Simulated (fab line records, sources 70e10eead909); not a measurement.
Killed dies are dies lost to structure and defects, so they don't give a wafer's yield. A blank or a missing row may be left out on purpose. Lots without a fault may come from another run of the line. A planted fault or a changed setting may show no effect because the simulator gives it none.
fab line records | flow nand_harc
record lots=13 wafers=39 last_day=33
route steps=1302 shown THIN_TSV@1245 END@1302
lots that met no fault: from a run of the same line without faults
start_h: hours from the record's first day to the start of the lot's first wafer shown | wait_h: hours since the lot's step before | " the same as in the row above | L1.1+2: a row that stands for several wafers | - no value, or no start given | * or withheld: withheld | < > ~ a bound
route shown NAME@n: a module of which the file shows steps, and the number in the route of the first | usual: mean/standard deviation of fault-free wafers | same: alike in all rows | chamber/n: place in a boat | sites: the reading at each site | _std_site: their standard deviation | _edge_site: outer sites' mean less inner sites' | radius_mm: how far each site lies from the wafer's centre | mask NAME#n: copy n | behind: the tool/chamber that last shaped the wafer | hold: why the lot was held/for how many hours/how that ended | device: the transistor (n, p or np) that didn't switch | end of line: the same wafers' tests at the end of the route | a step without rows: its recipe alone | killed: dies lost to structure and defects at the first sort, not the wafer's yield | map: a wafer's dies, x killed, . not, _ none there
set.NAME: the setting as run; set.NAME@STEP: as run at that earlier step | model.NAME: the simulator's own value behind a step, which no gauge read
steps of the route over a sample of lots; a table a step, a row a wafer
services: from which hour (start_h, from the record's first day; less than 0 if before it) a tool's chamber was out of use, for how many hours, and why
## steps
# step NHARC_THIN_TSV_CMP_01
# recipe target_thk_um=3
# usual motor_current_A=11.4/0.83
# columns lot.wafer tool chamber start_h wait_h motor_current_A
L816.3 cmp-02 3 576.72 0.6 10.6
L816.4 " 0 " " 12.4
L816.6 " 0 " " 13.6
L818.4 cmp-04 3 577.94 0.5 11.8
L818.1 " 1 " " 12.9
L818.5 " 2 " " 11.0
L817.1 cmp-04 3 579.14 1.1 11.6
L817.5 " 2 " " 11.3
L817.6 " 3 " " 12.3
L820.4 cmp-03 1 596.62 0.4 10.2
L820.1 " 2 " " 11.3
L820.6 " 0 " " 11.3
L819.1 cmp-03 3 604.14 1.0 11.0
L819.3 " 0 " " 11.8
L819.5 " 0 " " 11.4
L823.1 cmp-04 0 623.02 1.1 11.3
L823.3 " 1 " " 12.0
L823.6 " 0 " " 11.3
L822.1 cmp-02 0 636.49 1.0 13.0
L822.4 " 1 " " 11.8
L822.6 " 1 " " 11.3
L824.4 cmp-04 2 637.71 0.4 10.7
L824.3 " 3 " " 11.4
L824.2 " 1 " " 13.0
L825.1 cmp-02 0 652.48 1.1 12.7
L825.2 " 1 " " 11.9
L825.6 " 3 " " 10.6
L827.4 cmp-04 1 657.06 0.5 11.5
L827.5 " 3 " " 11.3
L827.6 " 0 " " 11.7
L828.1 cmp-04 3 666.52 1.0 11.7
L828.6 " 3 " " 11.9
L828.5 " 0 " " 11.4
L830.2 cmp-02 3 683.89 0.9 10.4
L830.6 " 1 " " 11.9
L830.5 " 2 " " 11.6
L838.3 cmp-02 2 763.44 0.6 11.2
L838.2 " 3 " " 10.8
L838.1 " 0 " " 12.8
# step NHARC_THIN_TSV_THK_MEAS_02
# recipe thk_meas_gauge=ir
# usual thk_nm=3016/220
# columns lot.wafer tool chamber start_h wait_h thk_nm
L816.3 film_metro-01 - 576.99 - 2906
L816.4 " - " " 2661
L816.6 " - " " 2735
L818.1 film_metro-01 - 578.18 - 3140
L818.4 " - " " 3358
L818.5 " - " " 3169
L817.1 film_metro-02 - 579.38 - 3170
L817.5 " - " " 2901
L817.6 " - " " 3065
L820.1 film_metro-02 - 596.86 - 3154
L820.4 " - " " 3449
L820.6 " - " " 3136
L819.1 film_metro-02 - 604.40 0.2 3125
L819.3 " - " " 3042
L819.5 " - " " 3305
L823.1 film_metro-02 - 623.26 - 2767
L823.3 " - " " 2973
L823.6 " - " " 3058
L822.1 film_metro-01 - 636.76 - 3114
L822.4 " - " " 2891
L822.6 " - " " 3161
L824.2 film_metro-01 - 637.98 - 3114
L824.3 " - " " 2911
L824.4 " - " " 3176
L825.1 film_metro-01 - 652.72 - 2801
L825.2 " - " " 2727
L825.6 " - " " 2910
L827.4 film_metro-02 - 657.27 0.2 3362
L827.5 " - " " 3096
L827.6 " - " " 3023
L828.1 film_metro-02 - 666.79 - 2891
L828.5 " - " " 3465
L828.6 " - " " 3019
L830.2 film_metro-01 - 684.10 - 3073
L830.5 " - " " 2704
L830.6 " - " " 2939
L838.1 film_metro-01 - 763.71 - 2916
L838.2 " - " " 3214
L838.3 " - " " 2694
# step NHARC_THIN_TSV_DEGAS_49
# recipe temp_c=300 time_s=120
# usual heater_power_w=467/40 susceptor_temp_C=300.00/0.19
# columns lot.wafer tool chamber start_h wait_h heater_power_w susceptor_temp_C
L816.3 pvd_sputter-02 - 580.92 0.1 484 -
L816.4 " - " " 468 -
L816.6 " - " " 492 -
L818.1 pvd_sputter-03 - 582.33 0.2 490 299.96
L818.4 " - " " 403 299.96
L818.5 " - " " 481 300.00
L817.1 pvd_sputter-02 - 583.37 0.2 467 299.87
L817.5 " - " " 427 300.00
L817.6 " - " " 485 300.23
L820.4 pvd_sputter-03 - 600.77 0.1 392 300.25
L820.1 " - " " 537 299.77
L820.6 " - " " 464 299.81
L819.1 pvd_sputter-01 - 608.70 0.1 498 299.78
L819.3 " - " " 437 300.27
L819.5 " - " " 439 300.33
L823.3 pvd_sputter-02 - 627.15 0.1 448 300.07
L823.1 " - " " 459 300.03
L823.6 " - " " 463 300.18
L822.4 pvd_sputter-03 - 640.79 0.1 530 -
L822.1 " - " " 481 -
L822.6 " - " " 535 -
L824.2 pvd_sputter-03 - 641.90 0.1 540 300.33
L824.4 " - " " 476 299.83
L824.3 " - " " 459 300.04
L825.1 pvd_sputter-02 - 656.71 0.1 463 300.06
L825.2 " - " " 441 300.12
L825.6 " - " " 456 300.19
L827.4 pvd_sputter-03 - 660.99 0.1 464 299.72
L827.5 " - " " 554 299.89
L827.6 " - " " 485 299.85
L828.1 pvd_sputter-03 - 670.64 0.1 461 299.99
L828.6 " - " " 464 299.79
L828.5 " - " " 408 299.84
L830.2 pvd_sputter-03 - 687.99 0.2 548 300.23
L830.5 " - " " 405 299.76
L830.6 " - " " 535 299.87
L838.2 pvd_sputter-02 - 767.53 0.1 439 299.93
L838.3 " - " " 438 299.59
L838.1 " - " " 472 300.21
# step NHARC_THIN_TSV_PRE_CLEAN_50
# recipe time_s=30 temp_c=280 gas=H2/He
# usual heater_power_w=410/34 susceptor_temp_C=280.03/0.19
# columns lot.wafer tool chamber start_h wait_h heater_power_w susceptor_temp_C
L816.3 pvd_sputter-02 - 581.00 - 420 279.88
L816.4 " - " " 375 279.91
L816.6 " - " " 417 279.94
L818.1 pvd_sputter-03 - 582.43 - 369 280.10
L818.4 " - " " 416 280.34
L818.5 " - " " 481 279.89
L817.1 pvd_sputter-02 - 583.44 - 378 279.99
L817.6 " - " " 376 280.10
L817.5 " - " " 424 279.87
L820.4 pvd_sputter-03 - 600.85 - 413 279.93
L820.1 " - " " 424 280.25
L820.6 " - " " 409 280.09
L819.1 pvd_sputter-01 - 608.79 - 446 280.06
L819.3 " - " " 392 279.84
L819.5 " - " " 383 279.66
L823.3 pvd_sputter-02 - 627.24 - 395 279.97
L823.1 " - " " 370 279.96
L823.6 " - " " 408 280.18
L822.4 pvd_sputter-03 - 640.89 - 416 280.22
L822.1 " - " " 417 280.22
L822.6 " - " " 459 279.94
L824.3 pvd_sputter-03 - 641.98 - 430 280.08
L824.2 " - " " 418 280.22
L824.4 " - " " 464 279.93
L825.2 pvd_sputter-02 - 656.80 - 384 279.92
L825.1 " - " " 383 279.69
L825.6 " - " " 396 280.10
L827.4 pvd_sputter-03 - 661.07 - 477 279.87
L827.5 " - " " 411 280.09
L827.6 " - " " 356 280.27
L828.1 pvd_sputter-03 - 670.75 - 483 279.85
L828.6 " - " " 394 280.06
L828.5 " - " " 355 280.32
L830.2 pvd_sputter-03 - 688.09 - 350 279.74
L830.5 " - " " 417 279.97
L830.6 " - " " 412 280.13
L838.2 pvd_sputter-02 - 767.63 - 388 280.02
L838.3 " - " " 394 280.05
L838.1 " - " " 445 280.13
# step NHARC_END_SORT_01
# recipe temp_c=25
# usual defect_limited_yield=92.4/2.2 killed_at_array=46/15 killed_at_other=1.0/1.3 killed_at_periphery=4/3 killed_dies=51/15 killed_open=3.2/1.8 killed_short=2.5/1.5 sort_bin_2_pct=2.7/1.1 sort_bin_3_pct=0.6/0.34 sort_bin_4_pct=4.3/1.3 sort_n_pass=626/15 sort_rim_yield_pct=89/4.4 sort_yield_pct=92.4/2.2
# same gross_dies=677 sort_bin_5_pct[%]=0 sort_bin_6_pct[%]=0 sort_bin_7_pct[%]=0 sort_bin_8_pct[%]=0 sort_rim_n_gross=106.00
# columns lot.wafer tool chamber start_h wait_h defect_limited_yield[%] killed_at_array killed_at_other killed_at_periphery killed_dies killed_open killed_short sort_bin_2_pct[%] sort_bin_3_pct[%] sort_bin_4_pct[%] sort_n_pass sort_rim_yield_pct[%] sort_yield_pct[%]
L817.1 prober-01 0 616.51 2.5 91.1 58 0 2 60 3 5 3.4 0.7 4.7 617 94 91.1
L817.5 prober-01 0 619.71 3.7 92.6 43 0 7 50 1 1 1.9 0.9 4.6 627 82 92.6
L817.6 prober-01 0 620.51 4.0 90.0 63 0 5 68 6 2 3.5 0.4 6.1 609 92 90.0
L828.1 prober-01 0 684.27 2.6 82.7 37 76 4 117 2 3 7.2 4.6 5.5 560 75 82.7
L828.5 prober-01 0 687.50 3.7 77.8 38 106 6 150 1 1 7.8 5.6 8.7 527 90 77.8
L828.6 prober-01 0 688.31 4.0 79.9 34 102 0 136 2 1 7.4 6.6 6.1 541 84 79.9
L830.2 prober-01 0 699.72 2.8 79.3 29 99 12 140 5 3 8.4 5.9 6.4 537 89 79.3
L830.5 prober-01 0 702.11 3.7 83.9 30 73 6 109 3 1 6.9 4.3 4.9 568 79 83.9
L830.6 prober-01 0 702.91 4.0 80.5 22 101 9 132 3 2 8.9 5.6 5.0 545 89 80.5
# killed by level:class
L817.1 A_CHANNEL_HOLE_D2:chamber_film_flake=33 A_SLIT:chamber_film_flake=11 A_CONTACT:chamber_film_flake=4 A_CHANNEL_HOLE_D1:chamber_film_flake=2 P_CONTACT:geometric_particle:open=1 A_CHANNEL_HOLE_D1:geometric_particle:short=1 A_DECK1_JOINT:geometric_particle:short=1 A_DECK1_JOINT:geometric_particle:open=1
L817.5 A_CHANNEL_HOLE_D2:chamber_film_flake=19 A_SLIT:chamber_film_flake=16 P_GATE:chamber_film_flake=5 A_CONTACT:chamber_film_flake=3 P_M1:chamber_film_flake=2 A_CHANNEL_FILL_D2:geometric_particle:open=1 A_WL_FILL:geometric_particle:short=1 A_CHANNEL_FILL_D2:chamber_film_flake=1
L817.6 A_CHANNEL_HOLE_D2:chamber_film_flake=32 A_SLIT:chamber_film_flake=19 A_CONTACT:chamber_film_flake=6 P_CONTACT:geometric_particle:open=2 P_CONTACT:geometric_particle:short=1 P_M0:geometric_particle:open=1 A_ONON_D1:geometric_particle:open=1 A_CHANNEL_FILL_D2:geometric_particle:open=1
L828.1 THIN_TSV:unspecified=75 A_SLIT:chamber_film_flake=15 A_CONTACT:chamber_film_flake=11 A_CHANNEL_HOLE_D1:chamber_film_flake=4 A_CHANNEL_FILL_D2:chamber_film_flake=3 P_ZERO_WELL:chamber_film_flake=2 P_CONTACT:geometric_particle:short=1 P_M0:geometric_particle:open=1
L828.5 THIN_TSV:unspecified=106 A_SLIT:chamber_film_flake=18 A_CONTACT:chamber_film_flake=7 A_CHANNEL_HOLE_D1:chamber_film_flake=5 P_BONDPAD:chamber_film_flake=3 P_ZERO_WELL:chamber_film_flake=2 A_CHANNEL_FILL_D2:chamber_film_flake=2 A_STAIRCASE:chamber_film_flake=2
L828.6 THIN_TSV:unspecified=102 A_SLIT:chamber_film_flake=17 A_CONTACT:chamber_film_flake=8 A_CHANNEL_HOLE_D1:chamber_film_flake=2 A_STAIRCASE:chamber_film_flake=2 A_WL_FILL:chamber_film_flake=2 A_CHANNEL_FILL_D1:geometric_particle:open=1 A_BLC:geometric_particle:open=1
L830.2 THIN_TSV:unspecified=97 A_CHANNEL_HOLE_D2:chamber_film_flake=11 P_GATE:chamber_film_flake=3 P_BONDPAD:chamber_film_flake=3 A_CHANNEL_HOLE_D1:chamber_film_flake=3 A_STAIRCASE:chamber_film_flake=3 A_SLIT:chamber_film_flake=3 P_ZERO_WELL:chamber_film_flake=2
L830.5 THIN_TSV:unspecified=69 A_CHANNEL_HOLE_D2:chamber_film_flake=11 A_CHANNEL_HOLE_D1:chamber_film_flake=6 P_GATE:chamber_film_flake=4 A_STAIRCASE:chamber_film_flake=3 THIN_TSV:chamber_film_flake=3 A_WL_FILL:geometric_particle:open=2 A_CHANNEL_FILL_D2:chamber_film_flake=2
L830.6 THIN_TSV:unspecified=98 A_CHANNEL_HOLE_D2:chamber_film_flake=11 P_GATE:chamber_film_flake=6 A_STAIRCASE:chamber_film_flake=3 A_CHANNEL_FILL_D1:geometric_particle:short=2 A_CHANNEL_HOLE_D1:chamber_film_flake=2 P_M0:geometric_particle:open=1 A_M0:geometric_particle:open=1
## services
# columns tool chamber start_h hours kind
cmp-03 - 552.90 2.2 repair
cmp-02 - 567.11 0.3 repair
pvd_sputter-01 - 573.23 5.5 repair
cmp-02 - 578.67 12.9 repair
cmp-04 - 594.15 0.4 repair
pvd_sputter-03 - 594.18 1.0 repair
cmp-02 - 600.59 0.5 repair
cmp-04 - 601.18 4.0 pm
cmp-02 - 618.38 1.0 repair
cmp-02 - 624.64 4.0 pm
cmp-04 - 631.13 0.6 repair
cmp-02 - 643.39 0.7 repair
cmp-02 - 650.05 0.4 repair
pvd_sputter-03 - 662.63 1.1 repair
cmp-04 - 662.74 1.7 repair
cmp-04 - 689.11 5.1 repair
cmp-04 - 699.26 4.0 pm
pvd_sputter-03 - 704.00 10.0 pm
cmp-04 - 721.14 0.9 repair
cmp-02 - 722.64 4.0 pm
cmp-04 - 728.27 12.9 repair
pvd_sputter-03 - 737.00 9.2 repair
cmp-02 - 750.43 3.5 repair
cmp-02 - 763.79 1.8 repair
## key
first_sign step=NHARC_END_SORT_01 reading=killed_at_other direction=up sigmas=70 usual=1.0 struck=92.8
effect step=NHARC_END_SORT_01 reading=defect_limited_yield direction=down sigmas=5.4 usual=92.4 struck=80.7
more_kills_born_at NHARC_THIN_TSV_PRE_CLEAN_50@pvd_sputter-03=547
met_at NHARC_THIN_TSV_PRE_CLEAN_50
struck_lots L828,L830
not_acting_at NHARC_THIN_TSV_CMP_01,NHARC_THIN_TSV_THK_MEAS_02,NHARC_THIN_TSV_DEGAS_49
onset_between 661.07 670.75
fault kind=chamber_particle_source tool=pvd_sputter-03 chamber=- onset_h=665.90 steps=NHARC_THIN_TSV_PRE_CLEAN_50 rate_per_visit_cm2=1.9063 end_h=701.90
